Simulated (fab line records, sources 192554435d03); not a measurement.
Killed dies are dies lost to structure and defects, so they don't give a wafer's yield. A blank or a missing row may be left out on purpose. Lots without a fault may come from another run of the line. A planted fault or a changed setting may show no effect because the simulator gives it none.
Chamber matching | flow n5_finfet | N5_DUMMY_GATE_ETCH_37 on rie_diel-02: 4 sister chambers
The step etches SOC in N2/H2, target depth 60 nm, overetch 30 nm. 4 wafers are shown with their chamber, then 8 later ones without.

WAFERS WITH THEIR CHAMBER
wafer  | chamber | drypump_motor_current_A (A)
L084.3 | 2       | 6.7
L086.1 | 1       | 5.6
L086.2 | 0       | 6.8
L086.3 | 3       | 6.2

WAFERS WITHOUT THEIR CHAMBER
wafer  | drypump_motor_current_A (A)
L089.1 | 5.5
L089.3 | 6.2
L089.6 | 5.5
L090.1 | 5.5
L090.2 | 6.7
L090.4 | 5.5
L095.1 | 6.6
L095.3 | 5.6

WHICH CHAMBER EACH WENT THROUGH
wafer  | from the rows above     | in truth
L089.1 | 1                       | 1
L089.3 | 3                       | 3
L089.6 | 1                       | 1
L090.1 | 1                       | 1
L090.2 | can't be placed: 2 or 0 | 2
L090.4 | 1                       | 1
L095.1 | can't be placed: 2 or 0 | 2
L095.3 | 1                       | 1
Placed correctly: 6 of 8. Can't be placed from these rows: 2 (the true chamber is among the candidates in 2). Placed wrongly: 0.
How it was worked out, from the rows above alone: a wafer's distance from a chamber is the root of the sum, over the readings, of the square of ((its reading less the chamber's mean) divided by the reading's scatter). The wafer belongs to the nearest chamber; if the next one is less than 2 further off, it can't be placed. A chamber's mean is the mean of its shown wafers. The scatter: with one shown wafer a chamber, the root of the mean of the squares of how far each hidden wafer lies from its nearest shown one.
